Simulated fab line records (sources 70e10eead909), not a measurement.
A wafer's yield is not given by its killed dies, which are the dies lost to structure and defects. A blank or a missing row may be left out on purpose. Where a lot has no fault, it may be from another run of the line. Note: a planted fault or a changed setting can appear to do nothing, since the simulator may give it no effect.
A lot that was struck, set against a sound lot -- flow nand_harc -- 14 out of 1159 route steps
Sound: the wafers L957.1, L957.2, L957.4. Wafers struck: L947.1, L947.3, L947.5. The cause is given at the end.
For every step that has rows: the tool of each side, followed by ch and its chambers, followed by its first start. Under that, the readings that differ: sound wafers -- struck wafers -- difference of the means -- sigmas: that difference in standard deviations of wafers without a fault.
alike: a reading whose means differ by less than 2 such deviations, as well as words and numbers matching on both sides. not compared: withheld readings; readings where some wafer has no value; bounds like >300 that might hide an equal value; numbers whose values overlap and for which the record gives no deviation.
The two part at a step that has a row with sigmas, a row that says differs or no value, or rows on one side only. Numbers that have no deviation but don't overlap get no sigmas and don't part them. A reading missing from all wafers of one side parts the sides only when that side holds two or more wafers.

first, 4 steps without rows for these wafers: NHARC_A_WL_FILL_STRIP_28 (strips in post etch residue remover, time 1200 s); NHARC_A_WL_FILL_PRECLEAN_06 (cleans in DIW, time 300 s); NHARC_A_WL_FILL_SRD_07; NHARC_A_WL_FILL_ANNEAL_08 (time 1800 s).
NHARC_A_WL_FILL_ALD_10: deposits SiO2, target thk 50 nm, pulse time 10 s, ald cycles 500.
  sound on ald_hk-03 ch 1,2,3, day 20 16:08; struck on ald_hk-04 ch 1,2,3, day 18 08:52
  alike: heater_power_w, precursor_pulse_height_rel, susceptor_temp_C
NHARC_A_WL_FILL_ETCHBACK_16: etches the open film in C4F8/O2/Ar, target depth 88 nm, time 17.6 s.
  sound: rie_diel-08 ch 1,2,3; struck: rie_diel-13 ch 0,1
reading,sound,struck,difference,sigmas
oes_product_au (a.u.),1.012 1.015 1.014,0.918 0.933 0.921,-0.090,-3
  alike: bias_w, chamber_pressure_mTorr, rf_vpp_V
  not compared: rf_hours_counter_h
NHARC_A_WL_FILL_STRIP_29: strips in O2, time 20 s.
  sound on rie_diel-08 ch 1,2, day 20 20:53; struck on rie_diel-13 ch 0,2,3, day 18 13:07
reading,sound,struck,difference,sigmas
oes_product_au (a.u.),1.013 1.013 1.011,0.968 0.992 0.994,-0.028,-3
  alike: drypump_motor_current_A, rf_vpp_V, showerhead_plenum_p_Torr, throttle_valve_pct
  not compared: rf_hours_counter_h
NHARC_A_WL_FILL_ETCHBACK_17: etches the open film in Cl2/BCl3, target depth 4 nm, time 26.7 s.
  sound on rie_metal-02 ch 1, day 20 20:59; struck on rie_metal-02 ch 1, day 18 13:12
  alike: chamber_pressure_mTorr, drypump_motor_current_A, oes_product_au
  not compared: rf_hours_counter_h
then, 3 steps without rows for these wafers: NHARC_A_WL_FILL_PRECLEAN_18 (cleans in dHF, time 30 s); NHARC_A_WL_FILL_SRD_21; NHARC_A_WL_FILL_CVD_23 (deposits poly-Si, target thk 40 nm, time 800 s).
NHARC_A_WL_FILL_ETCHBACK_26: etches the open film in HBr, target depth 52 nm, time 13.3 s.
  sound on rie_si-02 ch 1,2,3, day 21 02:10; struck on rie_si-01 ch 0,2, day 18 18:44
  no value came back on the struck wafers for any of 7 readings (bias_w (W), chamber_pressure_mTorr (mTorr) and others); on the sound wafers bias_w (W) reads 60.20 59.91 59.98
then, 1 step without rows for these wafers: NHARC_A_WL_FILL_PRECLEAN_30 (cleans in dHF, time 10 s).
-- the record jumps here: 3 days lie between the struck wafers' starts before and after (it left off in module A_WL_FILL and takes up again in module END, whose first step shown is number 1159 of the route) --
NHARC_END_SORT_01:
  sound on prober-01 ch 0, day 24 18:47; struck on prober-01 ch 0, day 22 01:53
reading,sound,struck,difference,sigmas
killed_at_array,26 36 31,675 675 675,+644,+59
killed_dies,30 38 32,677 677 677,+644,+59
  alike: killed_at_other, killed_at_periphery, killed_open, killed_short

## WHERE THEY PART
At NHARC_A_WL_FILL_ETCHBACK_16 first; at NHARC_END_SORT_01 last (within this record only).

WHY: the cause the simulator had injected
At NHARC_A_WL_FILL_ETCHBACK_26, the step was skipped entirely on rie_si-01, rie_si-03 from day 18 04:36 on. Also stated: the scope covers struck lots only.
